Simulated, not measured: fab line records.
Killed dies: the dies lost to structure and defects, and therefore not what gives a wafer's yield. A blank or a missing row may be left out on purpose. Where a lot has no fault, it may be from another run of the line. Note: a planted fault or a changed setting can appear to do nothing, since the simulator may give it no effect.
fab line records ; flow n5Finfet
[record] lots = 10; wafers = 28; lastDay = 18
route steps=1938 shown BEOL_M2@842 BEOL_M4@1111 PASSIVATION@1936
lots untouched by any fault: they come from a run of this same line in which no faults occurred
startH: the number of hours between the record's first day and the start of the first shown wafer of the lot ; waitH: time in hours since the lot's previous step ; " unchanged from the row above ; L1.1+2: a single row standing in for several wafers ; - no value, or no start given ; * or withheld: withheld ; < > ~ a bound
route shown NAME@n: NAME is a module with steps in the file, n the number in the route of the first one ; usual: average and standard deviation across the fault-free wafers ; same: alike in all rows ; chamber/n: place in a boat ; sites: readings site by site ; _std_site: standard deviation across them ; _edge_site: inner sites' mean taken away from outer sites' mean ; radiusMm: how far each site lies from the wafer's centre ; mask NAME#n: copy n ; behind: the most recent tool/chamber to have shaped the wafer ; hold: cause of the lot's hold/its duration in hours/its outcome ; device: which transistor (n, p or np) failed to switch ; end of line: the tests these same wafers got at the end of their route ; step lacking rows: just its recipe ; killed: dies that structure and defects cost at the first sort, which is not the same as the wafer's yield ; map: per-die view of a wafer (x killed, . not killed, _ where there is no die)
set.NAME: the setting the step ran with; set.NAME@STEP: the setting that earlier step ran with ; model.NAME: the simulator's own value behind a step, which no gauge read
a sample of lots followed through the steps of the route, with each step as a table and each wafer as a row
services: the hour from which a tool's chamber was out of use, counted from the record's first day as startH (under 0 if before that day), plus the number of hours and why
[[steps]]
[step N5_BEOL_M2_THK_MEAS_01]
[recipe] reads = SiOC_of_BEOL_M2_ILD_DEP_00
[usual] M2_ILD_THK = 78.9/1
lot.wafer;tool;chamber;startH;waitH;M2_ILD_THK[nm]
L431.1;filmMetro-01;-;149.19;0.0;78.9
L431.3;filmMetro-01;-;149.19;0.0;79.1
L431.5;filmMetro-01;-;149.19;0.0;79.6
L430.3;filmMetro-01;-;149.36;0.1;77.6
L430.5;filmMetro-01;-;149.36;0.1;79.5
L430.6;filmMetro-01;-;149.36;0.1;79.4
L432.1;filmMetro-01;-;165.46;0.0;78.3
L432.5;filmMetro-01;-;165.46;0.0;79.7
L432.6;filmMetro-01;-;165.46;0.0;80.3
L438.1;filmMetro-01;-;186.14;0.0;77.0
L438.2;filmMetro-01;-;186.14;0.0;77.6
L438.5;filmMetro-01;-;186.14;0.0;78.4
L442.3;filmMetro-02;-;212.03;0.1;79.9
L442.5;filmMetro-02;-;212.03;0.1;79.3
L442.6;filmMetro-02;-;212.03;0.1;79.7
L446.1;filmMetro-02;-;238.15;0.0;77.8
L446.4;filmMetro-02;-;238.15;0.0;79.6
L447.1;filmMetro-01;-;254.35;0.0;78.0
L447.4;filmMetro-01;-;254.35;0.0;79.3
L448.1;filmMetro-02;-;254.96;0.0;76.8
L448.4;filmMetro-02;-;254.96;0.0;78.3
L448.6;filmMetro-02;-;254.96;0.0;77.9
L451.1;filmMetro-02;-;265.34;0.0;76.8
L451.3;filmMetro-02;-;265.34;0.0;78.3
L451.5;filmMetro-02;-;265.34;0.0;79.5
L452.2;filmMetro-02;-;272.22;0.1;78.0
L452.4;filmMetro-02;-;272.22;0.1;80.4
L452.6;filmMetro-02;-;272.22;0.1;79.5
[step N5_BEOL_M2_CD_MEAS_11]
[recipe] targetCdNm = 16.79; landingEnergyEv = 500; detector = seInlens; polarity = opening
[usual] cdNm = 16.78/0.22
lot.wafer;tool;chamber;startH;waitH;cdNm
L431.1;cdSem-01;0;150.00;-;16.53
L431.3;cdSem-01;0;150.00;-;16.64
L431.5;cdSem-01;0;150.00;-;16.83
L430.3;cdSem-02;0;150.05;-;16.86
L430.5;cdSem-02;0;150.05;-;16.83
L430.6;cdSem-02;0;150.05;-;16.91
L432.1;cdSem-01;0;166.17;-;16.76
L432.5;cdSem-01;0;166.17;-;16.66
L432.6;cdSem-01;0;166.17;-;16.82
L438.1;cdSem-01;0;187.80;-;16.82
L438.2;cdSem-01;0;187.80;-;17.15
L438.5;cdSem-01;0;187.80;-;17.16
L442.3;cdSem-02;0;215.00;-;16.77
L442.5;cdSem-02;0;215.00;-;17.08
L442.6;cdSem-02;0;215.00;-;16.83
L446.1;cdSem-01;0;239.49;-;16.76
L446.4;cdSem-01;0;239.49;-;16.48
L447.1;cdSem-02;0;256.95;-;16.63
L447.4;cdSem-02;0;256.95;-;17.01
L448.1;cdSem-03;0;257.15;-;17.04
L448.4;cdSem-03;0;257.15;-;16.53
L448.6;cdSem-03;0;257.15;-;17.07
L451.1;cdSem-01;0;266.39;-;16.77
L451.3;cdSem-01;0;266.39;-;16.80
L451.5;cdSem-01;0;266.39;-;16.70
L452.2;cdSem-02;0;273.34;-;16.65
L452.4;cdSem-02;0;273.34;-;16.66
L452.6;cdSem-02;0;273.34;-;16.54
[step N5_BEOL_M2_ETCH_63]
[recipe] chemistry = CF4; target = SiARC; targetDepthA = 156; maskMaterial = CAR-EUV; timeS = 26; ionEnergyEv = 80; pressureMtorr = 40; sourceW = 545; biasW = 36; Ar_flow_sccm = 100; cf4FlowSccm = 100; ends = cleared
[usual] drypumpMotorCurrentA = 5.8/0.42; etchRfOnTimeS = 26.0/0.4; oesProductAu = 0.67/0.057; rfVppV = 184.1/1.1; showerheadPlenumPTorr = 2.15/0.064; throttleValvePct = 15.68/0.29
lot.wafer;tool;chamber;startH;waitH;drypumpMotorCurrentA;etchRfOnTimeS;oesProductAu;rfHoursCounterH;rfVppV;showerheadPlenumPTorr;throttleValvePct
L431.1;rieDiel-01;2;150.18;0.0;5.8;25.9;0.63;178;185.4;2.22;15.81
L431.3;rieDiel-01;0;150.18;0.0;5.4;25.9;0.77;23;183.2;2.11;15.82
L431.5;rieDiel-01;2;150.18;0.0;5.8;26.0;0.63;-;184.6;2.22;15.78
L430.3;rieDiel-03;2;150.22;0.0;5.6;26.1;0.69;97;184.4;2.24;15.73
L430.5;rieDiel-03;3;150.22;0.0;5.1;26.7;0.60;-;183.3;2.04;15.80
L430.6;rieDiel-03;2;150.22;0.0;5.6;26.4;0.69;-;184.8;2.24;15.72
L432.1;rieDiel-06;3;166.34;0.0;5.4;25.4;0.72;81;184.4;2.17;15.42
L432.5;rieDiel-06;3;166.34;0.0;5.4;25.5;0.72;-;183.9;2.17;15.42
L432.6;rieDiel-06;2;166.34;0.0;6.8;26.4;0.64;-;183.1;2.14;16.08
L438.1;rieDiel-06;2;187.99;0.0;6.8;25.9;0.65;179;184.4;2.14;16.09
L438.2;rieDiel-06;1;187.99;0.0;5.8;25.5;0.71;84;184.1;2.08;15.83
L438.5;rieDiel-06;1;187.99;0.0;5.8;25.2;0.71;-;182.6;2.08;15.83
L442.3;rieDiel-03;1;215.17;0.0;5.8;26.4;0.75;45;185.1;2.27;15.31
L442.5;rieDiel-03;1;215.17;0.0;5.8;26.4;0.75;-;184.4;2.27;15.33
L442.6;rieDiel-03;0;215.17;0.0;6.0;26.4;0.60;-;184.6;2.20;15.99
L446.1;rieDiel-06;1;239.79;0.0;5.8;18.7;0.84;101;181.5;2.07;15.85
L446.4;rieDiel-06;0;239.79;0.0;5.7;18.7;0.77;157;184.1;2.14;15.73
L447.1;rieDiel-06;0;257.13;0.0;5.8;18.5;0.77;162;183.7;2.14;15.74
L447.4;rieDiel-06;1;257.13;0.0;5.8;18.4;0.84;107;182.6;2.07;15.86
L448.1;rieDiel-06;1;257.36;0.0;5.8;18.3;0.84;107;181.7;2.07;15.88
L448.4;rieDiel-06;3;257.36;0.0;5.5;18.4;0.85;113;185.1;2.15;15.49
L448.6;rieDiel-06;0;257.36;0.0;5.8;26.2;0.63;-;185.2;2.14;15.74
L451.1;rieDiel-01;1;266.57;0.0;5.5;25.6;0.68;137;185.1;2.15;15.33
L451.3;rieDiel-01;0;266.57;0.0;5.5;26.2;0.71;64;183.7;2.09;15.90
L451.5;rieDiel-01;2;266.57;0.0;5.9;26.2;0.61;-;184.1;2.21;15.86
L452.2;rieDiel-01;1;273.62;0.0;5.5;25.4;0.67;140;183.8;2.15;15.33
L452.4;rieDiel-01;0;273.62;0.0;5.5;26.1;0.72;67;182.3;2.09;15.89
L452.6;rieDiel-01;0;273.62;0.0;5.4;26.2;0.71;-;182.3;2.09;15.90
[step N5_BEOL_M2_STRIP_66]
[recipe] chemistry = CF4; resist = SiARC; powerW = 300; biasPowerW = 75; pressureMtorr = 50; cf4FlowSccm = 150; rfFrequencyHz = 6e+07
[usual] drypumpMotorCurrentA = 5.8/0.42; oesProductAu = 0.78/0.062; rfVppV = 271.3/1.5; showerheadPlenumPTorr = 1.80/0.054; throttleValvePct = 13.64/0.29
lot.wafer;tool;chamber;startH;waitH;drypumpMotorCurrentA;oesProductAu;rfHoursCounterH;rfVppV;showerheadPlenumPTorr;throttleValvePct
L431.1;rieDiel-01;2;150.34;0.0;5.9;0.72;178;273.1;1.86;13.79
L431.3;rieDiel-01;0;150.34;0.0;5.5;0.89;23;269.6;1.76;13.72
L431.5;rieDiel-01;2;150.34;0.0;5.9;0.73;-;272.3;1.86;13.77
L430.3;rieDiel-03;2;150.38;0.0;5.7;0.80;97;272.8;1.88;13.68
L430.5;rieDiel-03;3;150.38;0.0;5.1;0.71;-;269.2;1.71;13.79
L430.6;rieDiel-03;2;150.38;0.0;5.7;0.80;-;272.8;1.88;13.68
L432.1;rieDiel-06;3;166.50;0.0;5.4;0.83;81;271.0;1.81;13.37
L432.5;rieDiel-06;3;166.50;0.0;5.4;0.83;-;272.1;1.81;13.37
L432.6;rieDiel-06;2;166.50;0.0;6.9;0.74;-;271.8;1.79;14.04
L438.1;rieDiel-06;2;188.15;0.0;6.8;0.74;179;272.2;1.79;14.05
L438.2;rieDiel-06;1;188.15;0.0;5.8;0.81;84;270.1;1.74;13.76
L438.5;rieDiel-06;1;188.15;0.0;5.8;0.81;-;269.4;1.74;13.75
L442.3;rieDiel-03;1;215.33;0.0;5.8;0.86;45;274.3;1.90;13.26
L442.5;rieDiel-03;1;215.33;0.0;5.8;0.87;-;272.6;1.90;13.27
L442.6;rieDiel-03;0;215.33;0.0;6.0;0.71;-;273.1;1.85;13.98
L446.1;rieDiel-06;1;239.95;0.0;5.8;0.79;101;268.7;1.74;13.80
L446.4;rieDiel-06;0;239.95;0.0;5.7;0.73;158;271.0;1.80;13.71
L447.1;rieDiel-06;0;257.29;0.0;5.8;0.73;162;270.4;1.79;13.73
L447.4;rieDiel-06;1;257.29;0.0;5.8;0.79;107;269.6;1.74;13.80
L448.1;rieDiel-06;1;257.52;0.0;5.8;0.78;107;271.9;1.74;13.81
L448.4;rieDiel-06;3;257.52;0.0;5.4;0.81;113;273.3;1.80;13.44
L448.6;rieDiel-06;0;257.52;0.0;5.7;0.73;-;270.7;1.80;13.71
L451.1;rieDiel-01;1;266.73;0.0;5.5;0.77;137;271.8;1.80;13.31
L451.3;rieDiel-01;0;266.73;0.0;5.4;0.83;64;270.4;1.75;13.80
L451.5;rieDiel-01;2;266.73;0.0;5.8;0.70;-;273.5;1.85;13.87
L452.2;rieDiel-01;1;273.78;0.0;5.5;0.77;140;272.2;1.80;13.29
L452.4;rieDiel-01;0;273.78;0.0;5.5;0.83;67;269.3;1.75;13.81
L452.6;rieDiel-01;0;273.78;0.0;5.5;0.83;-;270.5;1.75;13.78
[step N5_BEOL_M4_RC_MEAS_101]
[usual] DIBL_N = 36.3/1.2; DIBL_P = 36.3/1.4; IOFF_N = 0.157/0.02; IOFF_P = 0.22/0.033; ION_N = 675/9.6; ION_P = 465/8.2; SS_N = 71.4/0.45; SS_P = 73.3/0.54; VT_N = 249.8/2.5; VT_P = -249/3.2
lot.wafer;tool;chamber;startH;waitH;DIBL_N[mV/V];DIBL_P[mV/V];IOFF_N[nA/um];IOFF_P[nA/um];ION_N[uA/um];ION_P[uA/um];SS_N[mV/dec];SS_P[mV/dec];VT_N[mV];VT_P[mV]
L431.1;prober-01;0;187.88;0.0;34.6;34.8;0.128;0.16;665;455;71.2;72.0;251.3;-256
L431.3;prober-01;0;187.88;0.0;35.1;34.9;0.132;0.17;662;453;71.7;72.3;251.7;-253
L431.5;prober-01;0;187.88;0.0;35.3;35.1;0.137;0.17;668;455;71.2;71.9;253.9;-254
L430.3;prober-02;0;203.36;0.3;36.7;37.4;0.161;0.24;684;475;72.0;73.4;247.5;-247
L430.5;prober-02;0;203.36;0.3;37.9;38.7;0.190;0.26;687;467;71.9;74.0;248.9;-249
L430.6;prober-02;0;203.36;0.3;36.8;37.3;0.162;0.23;678;468;71.4;74.3;249.6;-249
L432.1;prober-01;0;215.64;0.0;36.5;35.2;0.145;0.20;677;465;71.7;73.1;253.5;-251
L432.5;prober-01;0;215.64;0.0;37.5;37.4;0.176;0.24;690;477;71.7;73.4;246.0;-247
L432.6;prober-01;0;215.64;0.0;36.6;34.6;0.138;0.19;674;460;71.2;73.4;252.7;-251
L438.1;prober-01;0;232.27;0.4;34.2;35.7;0.151;0.23;686;468;71.2;72.6;248.1;-247
L438.2;prober-01;0;232.27;0.4;34.5;36.1;0.159;0.23;670;470;71.8;72.4;245.6;-248
L438.5;prober-01;0;232.27;0.4;35.3;37.5;0.177;0.26;692;475;71.6;72.8;247.1;-246
L442.3;prober-01;0;252.24;0.3;34.5;34.8;0.155;0.19;679;468;71.6;73.8;249.4;-252
L442.5;prober-01;0;252.24;0.3;34.2;34.3;0.146;0.18;681;459;70.7;72.8;247.7;-255
L442.6;prober-01;0;252.24;0.3;33.8;34.0;0.141;0.17;670;459;71.5;72.9;248.8;-256
L446.1;prober-02;0;299.64;0.0;35.0;35.0;0.143;0.25;674;464;72.2;73.6;251.8;-248
L446.4;prober-02;0;299.64;0.0;35.3;35.0;0.149;0.23;677;472;71.7;73.6;252.1;-247
L447.1;prober-01;0;299.75;0.0;35.0;33.2;0.123;0.15;654;443;70.7;73.8;256.3;-256
L447.4;prober-01;0;299.75;0.0;35.9;34.8;0.141;0.17;665;450;71.5;73.9;254.5;-258
L448.1;prober-02;0;300.57;0.2;35.0;35.5;0.126;0.18;653;459;70.5;72.8;254.0;-251
L448.4;prober-02;0;300.57;0.2;35.4;36.4;0.127;0.19;661;460;71.3;73.2;254.7;-251
L448.6;prober-02;0;300.57;0.2;34.6;35.6;0.115;0.18;658;459;70.8;73.1;254.7;-252
L451.1;prober-01;0;307.20;0.0;35.7;36.1;0.147;0.25;673;469;71.2;73.3;249.2;-246
L451.3;prober-01;0;307.20;0.0;37.4;37.9;0.182;0.28;675;473;71.5;74.0;246.1;-245
L451.5;prober-01;0;307.20;0.0;36.5;36.6;0.170;0.26;667;464;71.8;73.9;247.4;-246
L452.2;prober-02;0;331.82;0.2;38.2;39.2;0.187;0.29;688;471;71.6;74.1;249.0;-242
L452.4;prober-02;0;331.82;0.2;34.8;34.9;0.119;0.20;665;470;70.4;72.6;251.8;-248
L452.6;prober-02;0;331.82;0.2;39.5;40.7;0.208;0.34;685;478;71.7;74.1;247.2;-243
[step N5_PASSIVATION_PROBE_49]
[usual] defectLimitedYield = 91.1/1.4; killed_at_M0_to_M3 = 33/10; killed_at_M4_up = 15/5.8; killedAtContacts = 13/5.9; killedAtFrontEnd = 39/11; killedAtOther = 4/3.6; killedDies = 105/16; killedOpen = 68/11; killedShort = 34/7.8; sort_bin_5_function = 5.2/0.88; sort_bin_6_memory = 3.3/0.61; sortNPass = 1075/16; sortYieldPct = 91.1/1.4
[same] grossDies = 1180; killedAtBackSide = 0; sort_bin_4_leakage[%] = 0; sort_bin_8_speed[%] = 0
lot.wafer;tool;chamber;startH;waitH;defectLimitedYield[%];killed_at_M0_to_M3;killed_at_M4_up;killedAtContacts;killedAtFrontEnd;killedAtOther;killedDies;killedOpen;killedShort;sort_bin_5_function[%];sort_bin_6_memory[%];sortNPass;sortYieldPct[%]
L430.3;prober-01;-;309.37;0.3;92.5;29;20;13;25;1;88;67;19;4.3;3.1;1092;92.5
L430.5;prober-01;-;309.47;0.4;91.4;30;8;18;42;4;102;69;28;4.9;3.2;1078;91.4
L430.6;prober-01;-;309.52;0.4;91.4;37;15;14;34;2;102;57;37;5.1;2.7;1078;91.4
// killed by level:class
L430.3 MOL_CONTACT_COAG:geometricParticle:open=12 BEOL_M4:geometricParticle:open=11 BEOL_M0:geometricParticle:open=9 BEOL_M1:geometricParticle:open=7 STI_FIN_REVEAL:geometricParticle:open=6 BEOL_M5:geometricParticle:open=5 ILD0:geometricParticle:open=4 BEOL_M0_SAQP:geometricParticle:short=4
L430.5 MOL_CONTACT_COAG:geometricParticle:open=16 FIN_SAQP:geometricParticle:open=7 BEOL_M1:geometricParticle:open=7 GATE_CUT:geometricParticle:open=5 BEOL_M0_SAQP:geometricParticle:short=5 FIN_SAQP:geometricParticle:short=4 DUMMY_GATE:geometricParticle:open=4 ILD0:geometricParticle:short=4
L430.6 MOL_CONTACT_COAG:geometricParticle:open=9 BEOL_M2:geometricParticle:open=7 BEOL_M0_SAQP:geometricParticle:open=6 BEOL_M1:geometricParticle:open=6 BEOL_M0_SAQP:geometricParticle:short=5 MOL_CONTACT_COAG:geometricParticle:short=5 FIN_SAQP:geometricParticle:short=4 FIN_SAQP:geometricParticle:open=4
[[services]]
tool;chamber;startH;hours;kind
rieDiel-01;3;137.44;-;clean
rieDiel-01;3;137.44;-;consumableReplace:focusRing
rieDiel-01;3;137.44;23.2;scheduledDown
rieDiel-01;3;137.44;23.2;ventCycle
rieDiel-06;-;174.50;0.2;repair
rieDiel-03;1;191.39;1.3;repair
rieDiel-01;1;247.05;2.6;repair
rieDiel-03;3;247.54;9.3;repair
rieDiel-03;0;259.40;-;clean
rieDiel-03;0;259.40;-;consumableReplace:focusRing
rieDiel-03;0;259.40;20.5;scheduledDown
rieDiel-03;0;259.40;20.5;ventCycle
rieDiel-03;-;267.25;1.6;repair
[[key]]
[firstSign] step = N5_BEOL_M2_ETCH_63; reading = etchRfOnTimeS; direction = down; sigmas = 19; usual = *; struck = *
[effect] step = N5_BEOL_M2_ETCH_63; reading = oesProductAu; direction = up; sigmas = 2.5; usual = 0.67; struck = 0.82
metAt N5_BEOL_M2_ETCH_63
struckLots L446,L447,L448
struckWafers L446.1,L446.4,L447.1,L447.4,L448.1,L448.4
notActingAt N5_BEOL_M2_THK_MEAS_01,N5_BEOL_M2_CD_MEAS_11,N5_BEOL_M2_STRIP_66
onsetBetween 187.99 239.79
[fault] kind = processParameterDrift; tool = rieDiel-06; chamber = -; onsetH = 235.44; steps = N5_BEOL_M2_ETCH_63; channel = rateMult; offset = 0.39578; shape = step; endH = 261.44; scope = struckWafersOnly
